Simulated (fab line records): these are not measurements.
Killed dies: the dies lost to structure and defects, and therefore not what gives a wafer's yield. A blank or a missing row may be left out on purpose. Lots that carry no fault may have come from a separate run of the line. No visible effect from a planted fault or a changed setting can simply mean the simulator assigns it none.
The tool behind it: which one?    flow nand harc    13 lots, 39 wafers sampled, at 5 steps of a route of 1159

## WHAT EACH GAUGE READ, for each wafer
NHARC_END_SORT_01. Usual: killed at array 28, standard deviation 8.9; killed at other 0.8, standard deviation 1.2; killed at periphery 3.3, standard deviation 2.3; killed dies 32, standard deviation 9.4; killed open 3.2, standard deviation 1.8; killed short 1.9, standard deviation 1.4.
lot   measured      on         killed at array  killed at other  killed at periphery  killed dies  killed open  killed short  flag
L407  day 24 07:40  prober-01  37 138 43        1 0 1            2 1 2                40 139 46    4 2 3        4 1 5         OFF

## EACH LOT AND THE TOOL THAT RAN IT (in order: tool; ch and the chambers of the sampled wafers; start)
lot   NHARC_A_STAIRCASE_TRIM_202          NHARC_A_BONDPAD_PVD_17                   NHARC_THIN_TSV_ETCH_15            NHARC_THIN_TSV_DEGAS_49
L389  rie diel-05 ch 2,3, day 10 12:01    pvd sputter-03, day 18 19:37 or earlier  rie si-02 ch 1,2, day 18 19:37    pvd sputter-01, day 18 21:50
L392  rie diel-01 ch 1,3, day 11 10:09    pvd sputter-02, day 18 23:20 or earlier  rie si-02 ch 1,2,3, day 18 23:20  pvd sputter-02, day 19 01:26
L390  rie diel-10 ch 0,2, day 11 10:11    pvd sputter-01, day 18 22:05 or earlier  rie si-01 ch 0,1, day 18 22:05    pvd sputter-01, day 19 00:03
L391  rie diel-01 ch 0,1,2, day 11 14:54  pvd sputter-01, day 19 02:59 or earlier  rie si-01 ch 1,2,3, day 19 02:59  pvd sputter-01, day 19 04:55
L393  rie diel-05 ch 2,3, day 12 04:41    pvd sputter-01, day 19 19:25 or earlier  rie si-06 ch 0,1, day 19 19:25    pvd sputter-02, day 19 21:22
L394  rie diel-10 ch 0,1,3, day 12 05:01  pvd sputter-03, day 20 07:03 or earlier  rie si-02 ch 0,1,3, day 20 07:03  pvd sputter-01, day 20 09:01
L395  rie diel-10 ch 0,1,2, day 12 20:00  pvd sputter-01, day 21 02:47 or earlier  rie si-02 ch 0,2,3, day 21 02:47  pvd sputter-01, day 21 04:44
L397  rie diel-05 ch 0,1,3, day 13 01:58  pvd sputter-02, day 21 06:11 or earlier  rie si-02 ch 0,1,2, day 21 06:11  pvd sputter-01, day 21 09:22
L400  rie diel-10 ch 2,3, day 14 05:25    pvd sputter-02, day 22 00:43 or earlier  rie si-06 ch 0,2, day 22 00:43    pvd sputter-01, day 22 02:58
L403  rie diel-10 ch 0,2,3, day 14 10:49  pvd sputter-02, day 21 22:17 or earlier  rie si-02 ch 0,1,2, day 21 22:17  pvd sputter-02, day 22 00:33
L402  rie diel-05 ch 1,2,3, day 14 10:53  pvd sputter-02, day 21 23:30 or earlier  rie si-01 ch 0,3, day 21 23:30    pvd sputter-01, day 22 01:41
L404  rie diel-05 ch 1,3, day 14 23:53    pvd sputter-03, day 23 03:13 or earlier  rie si-06 ch 0,2,3, day 23 03:13  pvd sputter-03, day 23 05:10
L407  rie diel-10 ch 0,1,2, day 15 14:22  pvd sputter-01, day 23 14:34 or earlier  rie si-01 ch 0,2,3, day 23 14:34  pvd sputter-02, day 23 17:27
- NHARC_A_STAIRCASE_TRIM_202: chemistry O2, time 211.2 s.
- NHARC_A_BONDPAD_PVD_17: deposits TaN, target thk 5 nm, time 8.06 s.
- NHARC_THIN_TSV_ETCH_15: target depth 3000 nm, bosch target overetch cycles 2, bosch etch step 2.8 s.
- NHARC_THIN_TSV_DEGAS_49: time 120 s.

## AS READ BY THE TOOLS THEMSELVES (means over the sampled wafers that have a number; for cases with no such wafer, the mark the record gives instead)
NHARC_A_STAIRCASE_TRIM_202. Usual: drypump motor current A 5.6 A, standard deviation 0.4; oes product au 1.002 a.u., standard deviation 0.0074; rf vpp V 57.7 V, standard deviation 0.94; showerhead plenum p Torr 3.53 Torr, standard deviation 0.16; throttle valve pct 17.037 %, standard deviation 0.0094.
lot   tool         drypump motor current A (A)  oes product au (a.u.)  rf vpp V (V)  showerhead plenum p Torr (Torr)  throttle valve pct (%)  flag
L389  rie diel-05  5.2                          0.996                  58.6          3.54                             17.037                  
L392  rie diel-01  5.7                          1.002                  58.1          3.55                             17.037                  
L390  rie diel-10  5.6                          1.004                  57.9          3.47                             17.039                  
L391  rie diel-01  5.6                          0.998                  58.0          3.48                             17.030                  
L393  rie diel-05  5.1                          1.003                  57.5          3.49                             17.034                  
L394  rie diel-10  5.3                          1.006                  57.7          3.60                             17.039                  
L395  rie diel-10  5.6                          1.004                  57.9          3.62                             17.034                  
L397  rie diel-05  5.7                          0.998                  57.8          3.41                             17.035                  
L400  rie diel-10  5.8                          1.019                  58.0          3.68                             17.040                  
L403  rie diel-10  5.6                          0.999                  58.8          3.56                             17.028                  
L402  rie diel-05  5.4                          1.002                  58.5          3.50                             17.033                  
L404  rie diel-05  5.3                          0.994                  57.3          3.47                             17.039                  
L407  rie diel-10  5.6                          1.005                  57.4          3.60                             17.039                  

NHARC_A_BONDPAD_PVD_17. Usual: 29.9 % for throttle valve pct, sd 0.89.
lot   tool            throttle valve pct (%)  flag
L389  pvd sputter-03  30.9                    
L392  pvd sputter-02  28.9                    
L390  pvd sputter-01  29.3                    
L391  pvd sputter-01  30.0                    
L393  pvd sputter-01  29.7                    
L394  pvd sputter-03  31.4                    
L395  pvd sputter-01  30.2                    
L397  pvd sputter-02  29.4                    
L400  pvd sputter-02  29.8                    
L403  pvd sputter-02  29.4                    
L402  pvd sputter-02  29.6                    
L404  pvd sputter-03  30.8                    
L407  pvd sputter-01  30.0                    

NHARC_THIN_TSV_ETCH_15. Usual: 5.8 A for drypump motor current A, sd 0.55.
lot   tool       drypump motor current A (A)  flag
L389  rie si-02  6.4                          
L392  rie si-02  6.0                          
L390  rie si-01  5.5                          
L391  rie si-01  5.3                          
L393  rie si-06  5.6                          
L394  rie si-02  5.8                          
L395  rie si-02  5.6                          
L397  rie si-02  6.0                          
L400  rie si-06  6.2                          
L403  rie si-02  6.0                          
L402  rie si-01  5.9                          
L404  rie si-06  6.1                          
L407  rie si-01  5.7                          

NHARC_THIN_TSV_DEGAS_49. Usual: 444 W for heater power w, sd 38.
lot   tool            heater power w (W)  flag
L389  pvd sputter-01  396                 
L392  pvd sputter-02  409                 
L390  pvd sputter-01  425                 
L391  pvd sputter-01  462                 
L393  pvd sputter-02  419                 
L394  pvd sputter-01  451                 
L395  pvd sputter-01  450                 
L397  pvd sputter-01  449                 
L400  pvd sputter-01  443                 
L403  pvd sputter-02  417                 
L402  pvd sputter-01  418                 
L404  pvd sputter-03  468                 
L407  pvd sputter-02  427                 

## THE ANSWER, worked out from the rows above alone
Rule: a lot counts as off when the mean over its wafers that have a number is more than 3 standard deviations away from the usual mean. Also off: a lot with no number at a reading for which 4 or more lots have one. The other lots that the step has rows for count as sound. First the gauges in route order, then the tools' own readings, where a lot's mean is used as printed above. At the first step where some lot is off, the reading lying furthest off is the one used; lots without a number count as furthest.
Off at NHARC_END_SORT_01 (killed at array): L407. Neither off nor sound, because the step has no rows for them: L389, L392, L390, L391, L393, L394, L395, L397, L400, L403, L402, L404.
If a tool, at a process step before that reading, ran all the lots that are off and no sound lot after the first of them, it fits. Those tools and the gauges at NHARC_END_SORT_01 are tried in the same way. NHARC_A_BONDPAD_PVD_17: start missing for some lots; hours and lot order therefore follow NHARC_THIN_TSV_ETCH_15. Can't be told from this: 5 tools fit, rie diel-10 at NHARC_A_STAIRCASE_TRIM_202, pvd sputter-01 at NHARC_A_BONDPAD_PVD_17, rie si-01 at NHARC_THIN_TSV_ETCH_15, pvd sputter-02 at NHARC_THIN_TSV_DEGAS_49, prober-01 at NHARC_END_SORT_01.

## WHAT THE SIMULATOR PUT IN
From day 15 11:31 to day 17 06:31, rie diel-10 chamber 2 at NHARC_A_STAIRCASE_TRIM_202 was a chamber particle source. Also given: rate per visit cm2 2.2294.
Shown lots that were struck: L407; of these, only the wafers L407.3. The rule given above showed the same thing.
